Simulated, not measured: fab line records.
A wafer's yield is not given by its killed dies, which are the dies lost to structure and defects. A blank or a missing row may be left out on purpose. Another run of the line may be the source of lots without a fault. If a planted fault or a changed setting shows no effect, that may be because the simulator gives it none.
Code-filled problem report in 8D (eight disciplines) form ; flow n5Finfet ; the parts of the form that need people (team, actions taken, sign-off) are left out

1. WHAT WENT WRONG
Wafers without a fault read 25.0 s, standard deviation 0.6; barrierFieldEndpointS at N5_BEOL_M4_CMP_52 reads a mean of 33.2 s on 2 wafers belonging to 2 lots. That is +14 standard deviations from the usual mean.
The step: polishes, stops on SiOC, t overpolish 6.8 s, target thk 40 nm.
The first sign was on wafer L871.3 at day 14 05:43, on cmp-02. The record has a number at this step for 27 wafers belonging to 9 lots. Rule for "out", or "out of limits": more than 4 standard deviations from the usual mean. Any other wafer with a number is counted as sound.

2. WHAT IT IS, WHAT IT ISN'T
question;is;is not
which readings at this step;barrierFieldEndpointS;motorCurrentA
which lots;L870, L871;L849, L851, L853, L856, L858, L860, L862
which wafers of those lots;L870.2, L871.3;L870.1, L870.5, L871.2, L871.5
read on which tools;cmp-02, cmp-04;cmp-03
when;from day 14 05:43;"up to then (23 sound wafers); but 2 sound wafers of L870 came after"

3. WHAT RULES OUT EACH SUSPECT
Counting: if a tool at a process step up to the reading ran every lot that is out, it stays a suspect. Sound lots after the first of them don't rule it out here, since some wafers of a struck lot are sound.
- pecvd-02 at N5_BEOL_M4_PECVD_72 (deposits SiO2 from TEOS/O2, target thk 16 nm, time 18 s): kept. It ran every lot that is out, first L870 (day 13 18:22); its last sound lot up to then is L862 (day 10 22:04).
- rtpAnneal-02 at N5_BEOL_M4_ANNEAL_51 (time 90 s): kept. It ran every lot that is out, first L871 (day 14 05:26); its last sound lot up to then is L856 (day 10 01:46).
- In pecvd-02 at N5_BEOL_M4_PECVD_72, the wafers that are out were processed in chamber 0 and their sound lot-mates in chambers 1, 2.
The count leaves rtpAnneal-02 at N5_BEOL_M4_ANNEAL_51 and pecvd-02 at N5_BEOL_M4_PECVD_72.

4. THE CAUSE (what the simulator had put in)
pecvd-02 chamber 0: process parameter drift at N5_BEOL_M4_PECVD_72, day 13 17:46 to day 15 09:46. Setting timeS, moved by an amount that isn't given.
Counting left 2 suspects, and this tool is among them.

5. SEQUENCE OF EFFECTS, ordered by route
Each row: a reading whose mean over the struck wafers that have a number lies more than 3 standard deviations from the usual. Readings are gone through only where the record gives a usual standard deviation; hours: the median, over the lots, of the time from a lot's start at the first step in this table giving one to that lot's start at this step; sigmas: the change measured in usual standard deviations.
hours;step;reading;usual;on struck wafers;change;sigmas
0;N5_BEOL_M4_CMP_52;barrierFieldEndpointS;25.0 s;33.2;+8.2;+14
Its process steps:
- N5_BEOL_M4_CMP_52: polishes, stops on SiOC, t overpolish 6.8 s, target thk 40 nm.
Later steps that measure or inspect, where all struck wafers having a row at the step show a number for every such reading and not one has moved that far: N5_BEOL_M4_RC_MEAS_101.

6. HOW IT WOULD HAVE BEEN CAUGHT EARLIER
12 hours passed between the start of the fault at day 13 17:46 and the first reading out of limits in this record, taken at day 14 05:43.
Of the tool readings at N5_BEOL_M4_PECVD_72 for which the record gives a usual standard deviation, none was out on any struck wafer, so an alarm limit of 4 standard deviations on them would not have fired.
The start of N5_BEOL_M4_PECVD_72 on pecvd-02 came by day 14 05:43 for every one of the lots that are out (2). Holding the tool at that point would not have protected any of them.
